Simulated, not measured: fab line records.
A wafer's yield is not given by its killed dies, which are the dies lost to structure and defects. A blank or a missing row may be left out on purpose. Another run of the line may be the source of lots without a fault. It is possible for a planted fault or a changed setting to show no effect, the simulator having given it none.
A struck lot beside a sound one + flow n5-finfet + 17 out of 1938 route steps
Sound: wafers L386.1, L386.4, L386.6. Wafers L404.3, L404.5, L404.6 were the ones struck. The cause comes at the end.
Order at every step that has rows: each side's tool, ch and its chambers, its first start. Under that, the readings that differ: sound wafers + struck wafers + difference of the means + sigmas: that difference in standard deviations of wafers without a fault.
alike: readings with means less than 2 such deviations apart, plus words and numbers identical on both sides. not compared: withheld readings, readings lacking a value on some wafer, bounds such as >300 that could conceal the same value, and numbers that have no deviation in the record and whose values overlap.
A row with sigmas, a row that says differs or no value, or rows on one side alone: a step with any of these is where the two part. When numbers do not overlap yet have no deviation, they are printed without sigmas and do not part them. A reading missing from all wafers of one side parts the sides only when that side holds two or more wafers.

first, 1 step without rows for these wafers: N5_STI_FIN_REVEAL_SRD_21 (time 30 s).
N5_STI_FIN_REVEAL_OXIDATION_33: chemistry O2 PLASMA REMOTE, time 20 s.
  sound on plasma-asher-02 ch 0, day 2 23:33; struck on plasma-asher-02 ch 0,1, day 7 06:54
  alike: drypump-motor-current-A, heater-power-w, temp-c-max
  not compared: rf-hours-counter-h
then, 2 steps without rows for these wafers: N5_STI_FIN_REVEAL_CLEAN_19 (cleans in O3/DIW, time 120 s); N5_STI_FIN_REVEAL_SRD_23 (time 30 s).
N5_STI_FIN_REVEAL_CD_MEAS_22: target cd 6.238 nm, pitch 28 nm.
  struck on cd-sem-01, day 7 07:03; sound on cd-sem-03, day 2 23:43
  alike: cd-nm
N5_STI_FIN_REVEAL_FIN_H_MEAS_10:
  struck on ocd-01, day 7 07:05; sound on ocd-02, day 2 23:45
  alike: trench-depth-nm
then, 2 steps without rows for these wafers: N5_STI_FIN_REVEAL_PRECLEAN_18 (cleans in SC2, time 45 s); N5_STI_FIN_REVEAL_SRD_28 (time 30 s).
N5_STI_FIN_REVEAL_INSPECT_13: inspects for defects (darkfield).
  struck on defect-inspect-02, day 7 07:10; sound on defect-inspect-02, day 2 23:50
  alike: raw-defect-count
then, 2 steps without rows for these wafers: N5_DUMMY_GATE_PRECLEAN_00 (cleans in O3/DIW, time 60 s); N5_DUMMY_GATE_SRD_01 (time 30 s).
N5_DUMMY_GATE_ALD_02: deposits SiO2, target thk 2 nm, pulse time 1 s.
  sound on ald-sin-02 ch 1,3, day 3 00:41; struck on ald-sin-02 ch 0,2,3, day 7 07:29
  alike: chamber-pressure-Torr, heater-power-outer-w, heater-power-w, precursor-pulse-height-rel
N5_DUMMY_GATE_CVD_03: deposits a-Si from SiH4, target thk 150 nm, time 8042 s.
  sound on lpcvd-01 ch 1/104,1/114,1/90, day 3 00:47; struck on lpcvd-01 ch 1/25,1/34,1/39, day 7 07:35
| reading                                     | sound                | struck               | difference | sigmas |
|---------------------------------------------|----------------------|----------------------|------------|--------|
| spike-tc-bottom-C (C)                       | 551 551 551          | 531 531 531          | -20        | -6     |
| spike-tc-centre-C (C)                       | 529.7 529.7 529.7    | 510.3 510.3 510.3    | -19.4      | -40    |
| spike-tc-lower-C (C)                        | 530.7 530.7 530.7    | 511.3 511.3 511.3    | -19.4      | -19    |
| spike-tc-top-C (C)                          | 555.1 555.1 555.1    | 535.7 535.7 535.7    | -19.4      | -11    |
| spike-tc-upper-C (C)                        | 529.7 529.7 529.7    | 509.6 509.6 509.6    | -20.1      | -21    |
| susceptor-temp-C (C)                        | 529.84 529.84 529.84 | 510.10 510.10 510.10 | -19.74     | -94    |
| zone-power-centre-pct (%)                   | 7.64 7.64 7.64       | 7.15 7.15 7.15       | -0.49      | -3     |
| model.a-Si_of_DUMMY_GATE_CVD_03.thk-nm (nm) | 150.4 149 149.4      | 82 82.4 82.4         | -67        |        |
  alike: zone-power-bottom-pct
then, 2 steps without rows for these wafers: N5_DUMMY_GATE_PRECLEAN_46 (cleans in DIW, time 89.5 s); N5_DUMMY_GATE_SRD_47 (dry time 32 s).
N5_DUMMY_GATE_CMP_04: polishes a-Si.
  sound on cmp-01 ch 0,2,3, day 3 04:36; struck on cmp-04 ch 0,1,2, day 7 11:26
| reading                | sound        | struck      | difference | sigmas |
|------------------------|--------------|-------------|------------|--------|
| time-to-endpoint-s (s) | 8.5 9.7 14.0 | 1.7 2.8 1.9 | -8.6       | -4     |
  alike: motor-current-A, retaining-ring-pressure-frac, slurry-flow-ml-min
N5_BEOL_M4_RC_MEAS_101:
  the record has rows for the sound wafers here (prober-01 ch 0, day 8 19:42) and none for the struck ones

WHERE THEY PART
Earliest at N5_DUMMY_GATE_CVD_03; latest, in this record, at N5_BEOL_M4_RC_MEAS_101.

WHY: whatever the simulator had introduced
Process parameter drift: lpcvd-01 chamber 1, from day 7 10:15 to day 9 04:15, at N5_DUMMY_GATE_CVD_03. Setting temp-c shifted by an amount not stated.
